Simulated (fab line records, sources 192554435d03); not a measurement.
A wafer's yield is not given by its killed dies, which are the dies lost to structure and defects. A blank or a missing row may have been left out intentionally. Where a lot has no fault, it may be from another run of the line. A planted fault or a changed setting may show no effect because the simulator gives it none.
Which of the tools did it?	flow n5Finfet	Sampling: 23 lots, 69 wafers, 2 of 1938 route steps

== WHAT THE GAUGES SHOWED, per wafer ==
N5_BEOL_M5_OVL_MEAS_29. Usual: for V4_OVL the level is -0.2 nm and the standard deviation is 0.7.
lot	measured	on	V4_OVL (nm)	flag
L074	day 8 13:34	overlay-02	0.3 0.8 0.5	
L075	day 8 23:38	overlay-02	0.1 1.2 0.2	
L077	day 10 18:19	overlay-01	-0.9 0.4 -1.1	
L078	day 10 21:26	overlay-02	-0.6 -0.7 -0.6	
L076	day 11 04:35	overlay-01	0.5 -0.7 -1.4	
L083	day 11 06:58	overlay-01	-0.8 0.5 -1.3	
L081	day 11 14:36	overlay-02	-0.6 -0.3 -0.1	
L080	day 11 14:46	overlay-02	0.6 -0.9 0.2	
L079	day 11 21:36	overlay-01	0.3 0.0 0.2	
L082	day 12 02:19	overlay-02	-0.1 0.6 -0.1	
L084	day 12 14:31	overlay-02	-1.2 -1.6 -0.1	
L085	day 12 16:33	overlay-02	-0.9 0.6 -0.5	
L086	day 12 20:15	overlay-01	-1.0 -2.0 -0.4	
L087	day 12 23:59	overlay-02	0.4 -0.5 -0.4	
L091	day 13 14:51	overlay-02	1.1 1.3 0.6	
L089	day 13 23:12	overlay-02	0.6 0.3 -0.1	
L093	day 14 10:30	overlay-01	-0.6 -0.7 -0.2	
L090	day 14 16:16	overlay-02	0.2 0.2 0.4	
L092	day 14 16:27	overlay-01	-0.7 -0.5 -0.5	
L094	day 14 18:32	overlay-02	0.4 0.2 -0.5	
L095	day 15 02:50	overlay-01	-1.1 -0.4 0.4	
L096	day 15 16:58	overlay-02	0.4 0.7 0.3	
L097	day 15 20:02	overlay-02	-0.9 -0.5 -1.0	

== TOOL THAT RAN EACH LOT (tool first, then ch and the chambers of the sampled wafers, then the start) ==
lot	N5_BEOL_M5_ETCH_72
L074	rieDiel-01 ch 0,3, day 8 11:10
L075	rieDiel-06 ch 0,1, day 8 20:46
L077	rieDiel-05 ch 0,1,3, day 10 16:17
L078	rieDiel-06 ch 0,1,2, day 10 19:54
L076	rieDiel-01 ch 2,3, day 11 02:35
L083	rieDiel-01 ch 0,2,3, day 11 05:41
L081	rieDiel-06 ch 1,2,3, day 11 12:28
L080	rieDiel-05 ch 0,3, day 11 13:09
L079	rieDiel-01 ch 0,2,3, day 11 19:56
L082	rieDiel-05 ch 0,1,3, day 11 23:15
L084	rieDiel-05 ch 1,2,3, day 12 11:53
L085	rieDiel-01 ch 2,3, day 12 15:47
L086	rieDiel-05 ch 1,2,3, day 12 16:03
L087	rieDiel-01 ch 0,2,3, day 12 22:38
L091	rieDiel-01 ch 0,1, day 13 13:15
L089	rieDiel-06 ch 1,2,3, day 13 19:56
L093	rieDiel-06 ch 1,2,3, day 14 09:45
L090	rieDiel-06 ch 0,1,3, day 14 14:02
L092	rieDiel-01 ch 0,1, day 14 14:14
L094	rieDiel-01 ch 0,1,3, day 14 17:37
L095	rieDiel-01 ch 0,1,3, day 15 00:49
L096	rieDiel-05 ch 0,1, day 15 16:04
L097	rieDiel-01 ch 0,2, day 15 17:05
- N5_BEOL_M5_ETCH_72: etches underlayer in N2/H2, target depth 6.5 nm, time 5.2 s.

== AS READ BY THE TOOLS THEMSELVES (means over the sampled wafers that have a number; for cases with no such wafer, the mark the record gives instead) ==
N5_BEOL_M5_ETCH_72. Usual: for drypumpMotorCurrentA, 5.80 A with a standard deviation of 0.26; for etchRfOnTimeS, 5.18 s with a standard deviation of 0.14; for h2FlowSccm, 200.0 sccm with a standard deviation of 0.6; for oesProductAu, 0.67 a.u. with a standard deviation of 0.069; for rfVppV, 523.6 V with a standard deviation of 2.8; for showerheadPlenumPTorr, 2.52 Torr with a standard deviation of 0.082; for throttleValvePct, 17.8 % with a standard deviation of 0.32.
lot	tool	drypumpMotorCurrentA (A)	etchRfOnTimeS (s)	h2FlowSccm (sccm)	oesProductAu (a.u.)	rfVppV (V)	showerheadPlenumPTorr (Torr)	throttleValvePct (%)	flag
L074	rieDiel-01	5.79	5.06	199.8	0.80	524.1	2.54	17.3	
L075	rieDiel-06	6.01	5.11	200.6	0.64	523.8	2.57	17.8	
L077	rieDiel-05	5.58	5.17	200.3	0.65	522.3	2.46	17.8	
L078	rieDiel-06	6.05	5.20	200.7	0.62	523.5	2.51	18.0	
L076	rieDiel-01	5.74	5.07	198.6	0.67	524.9	2.61	17.9	
L083	rieDiel-01	5.74	5.13	200.2	0.70	523.6	2.55	17.6	
L081	rieDiel-06	5.90	5.25	200.3	0.64	522.7	2.52	17.9	
L080	rieDiel-05	5.78	5.21	199.5	0.64	521.7	2.49	17.8	
L079	rieDiel-01	5.73	5.16	200.0	0.69	525.3	2.55	17.6	
L082	rieDiel-05	5.59	5.21	199.6	0.63	523.4	2.45	17.8	
L084	rieDiel-05	5.52	5.23	199.6	0.70	522.6	2.45	17.8	
L085	rieDiel-01	5.74	5.16	199.8	0.65	525.7	2.61	17.9	
L086	rieDiel-05	5.53	5.19	199.8	0.71	520.8	2.45	17.8	
L087	rieDiel-01	5.75	5.06	200.1	0.68	525.6	2.55	17.6	
L091	rieDiel-01	5.96	5.21	200.1	0.68	524.4	2.54	17.8	
L089	rieDiel-06	5.90	5.25	199.7	0.63	523.0	2.52	18.0	
L093	rieDiel-06	5.93	5.31	199.9	0.64	523.3	2.52	17.9	
L090	rieDiel-06	5.86	5.19	199.2	0.64	524.7	2.57	17.9	
L092	rieDiel-01	5.81	5.24	200.4	0.67	521.2	2.49	17.6	
L094	rieDiel-01	5.89	5.21	200.4	0.69	523.8	2.52	17.6	
L095	rieDiel-01	5.87	5.24	200.0	0.69	524.1	2.52	17.6	
L096	rieDiel-05	5.60	5.35	199.9	0.59	521.4	2.46	17.9	
L097	rieDiel-01	5.66	5.14	200.1	0.72	521.6	2.51	17.6	

== THE ANSWER, worked out from the rows above alone ==
Rule: lot off if the mean of its wafers having a number is beyond 3 standard deviations from the usual mean. Also off: a lot with no number at a reading for which 4 or more lots have one. The other lots that the step has rows for count as sound. First the gauges in route order, then the tools' own readings, where a lot's mean is used as printed above. The first step at which some lot is off is used, and at that step the reading that is off furthest; a lot without a number counts as furthest.
No lot is off at any reading shown: from this, nothing can be told.

== WHAT THE SIMULATOR HAD PUT IN ==
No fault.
